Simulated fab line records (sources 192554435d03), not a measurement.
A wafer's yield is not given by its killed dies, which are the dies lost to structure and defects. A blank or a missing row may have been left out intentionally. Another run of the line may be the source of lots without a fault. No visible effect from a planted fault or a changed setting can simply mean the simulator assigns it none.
Chamber matching	flow n5_finfet	4 sister chambers for N5_PMOS_HMC_CHANNEL_EPI_ETCH_38 on rie_si-05
The step etches SiO2 in CF4, target depth 1.5 nm. 4 wafers are shown with their chamber, then 11 later ones without.

== WAFERS PAIRED WITH THEIR CHAMBERS ==
wafer	chamber	throttle_valve_pct (%)
L084.2	2	22.27
L087.6	1	21.42
L090.2	0	21.60
L091.1	3	21.74

== WAFERS MISSING THEIR CHAMBER ==
wafer	throttle_valve_pct (%)
L091.2	21.43
L091.3	22.29
L091.4	21.60
L091.5	21.57
L091.6	21.43
L092.3	22.30
L092.5	21.60
L092.6	21.43
L093.1	22.27
L093.3	21.74
L093.6	22.29

== CHAMBER TAKEN BY EACH ==
wafer	from the rows above	in truth
L091.2	1	1
L091.3	2	2
L091.4	0	0
L091.5	0	0
L091.6	1	1
L092.3	2	2
L092.5	0	0
L092.6	1	1
L093.1	2	2
L093.3	3	3
L093.6	2	2
11 of 11 placed correctly. From these rows, 0 cannot be placed. 0 placed wrongly.
How it was worked out, from the rows above alone: a wafer's distance from a chamber is the root of the sum, over the readings, of the square of ((its reading less the chamber's mean) divided by the reading's scatter). If the next closest chamber is less than 2 further off than the closest, the wafer can't be placed; otherwise it belongs to the closest. For every chamber, the mean is computed from those of its wafers that are shown. The scatter: root of mean squared gap, hidden wafer to nearest shown wafer, with one shown wafer a chamber.
